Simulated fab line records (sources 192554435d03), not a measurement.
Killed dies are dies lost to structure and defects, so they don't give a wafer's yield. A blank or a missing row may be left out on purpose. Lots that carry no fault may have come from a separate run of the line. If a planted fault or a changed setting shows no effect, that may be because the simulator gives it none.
What tool caused it? | flow n5 finfet | 8 lots, 24 wafers sampled, at 4 steps of a route of 1938

WHAT THE GAUGES READ, wafer by wafer
N5_BEOL_M0_OCD_MEAS_108.
lot  | measured     | on     | trench depth nm (nm)
L717 | day 6 04:33  | ocd-01 | 33.1 33.3 32.1
L719 | day 6 23:44  | ocd-01 | 33.7 34.2 32.8
L729 | day 9 07:53  | ocd-02 | 33.0 33.2 32.8
L730 | day 9 11:27  | ocd-01 | 32.0 32.3 31.9
L734 | day 11 03:37 | ocd-01 | 32.2 33.4 33.3
L736 | day 11 10:04 | ocd-02 | 31.7 32.2 33.2
L737 | day 11 13:47 | ocd-02 | 32.8 33.2 32.5
L738 | day 11 15:03 | ocd-02 | 33.5 33.0 33.6

WHICH TOOL RAN EACH LOT (tool, then ch and the chambers of the sampled wafers, then the start)
lot  | N5_BEOL_M0_SAQP_ETCH_88            | N5_BEOL_M0_CUTY_ETCH_63            | N5_BEOL_M0_ETCH_138
L717 | rie diel-01 ch 0,1,3, day 6 01:37  | rie diel-02 ch 0,1, day 6 03:03    | rie diel-02 ch 0,1, day 6 03:10
L719 | rie diel-05 ch 1,3, day 6 21:09    | rie diel-06 ch 2,3, day 6 22:28    | rie diel-06 ch 2,3, day 6 22:35
L729 | rie diel-05 ch 1,2,3, day 9 05:23  | rie diel-06 ch 0,1,2, day 9 06:50  | rie diel-06 ch 0,1,2, day 9 06:57
L730 | rie diel-01 ch 0,1, day 9 08:22    | rie diel-02 ch 1,2,3, day 9 09:46  | rie diel-02 ch 1,2,3, day 9 09:53
L734 | rie diel-05 ch 1,3, day 10 21:35   | rie diel-04 ch 1,2,3, day 11 00:37 | rie diel-04 ch 1,2,3, day 11 00:44
L736 | rie diel-03 ch 0,1,2, day 11 02:07 | rie diel-04 ch 1,2,3, day 11 04:01 | rie diel-04 ch 1,2,3, day 11 04:08
L737 | rie diel-05 ch 0,3, day 11 07:46   | rie diel-04 ch 0,2, day 11 09:07   | rie diel-04 ch 0,2, day 11 09:14
L738 | rie diel-01 ch 0,1, day 11 12:36   | rie diel-06 ch 1,2, day 11 14:21   | rie diel-06 ch 1,2, day 11 14:28
- N5_BEOL_M0_SAQP_ETCH_88: etches underlayer in N2/H2, target depth 6.5 nm, time 5.2 s.
- N5_BEOL_M0_CUTY_ETCH_63: etches SOC in N2/H2, target depth 82.7 nm, overetch 16.5 nm, time 124 s.
- N5_BEOL_M0_ETCH_138: etches SiCN in CH3F/O2, target depth 12 nm, time 31.6 s.

THE ANSWER, worked out from the rows above alone
Rule: usual is defined by the lots themselves. Put in order of their means at a reading, lots are off if they are a third of the lots or fewer, leave a main group of 4 or more, and stand apart from it by a gap of 3 or more times the standard deviation of the main group's means; of several such gaps the widest counts. The tables above print the reading to a certain number of digits; a main group whose means all agree to those digits is not used. A lot without any number at a reading at which 4 lots or more have one is off too. Any other lot the step has rows for is counted as sound.
No lot is off on any of the readings shown, so nothing can be concluded from this.

WHAT THE SIMULATOR PUT IN
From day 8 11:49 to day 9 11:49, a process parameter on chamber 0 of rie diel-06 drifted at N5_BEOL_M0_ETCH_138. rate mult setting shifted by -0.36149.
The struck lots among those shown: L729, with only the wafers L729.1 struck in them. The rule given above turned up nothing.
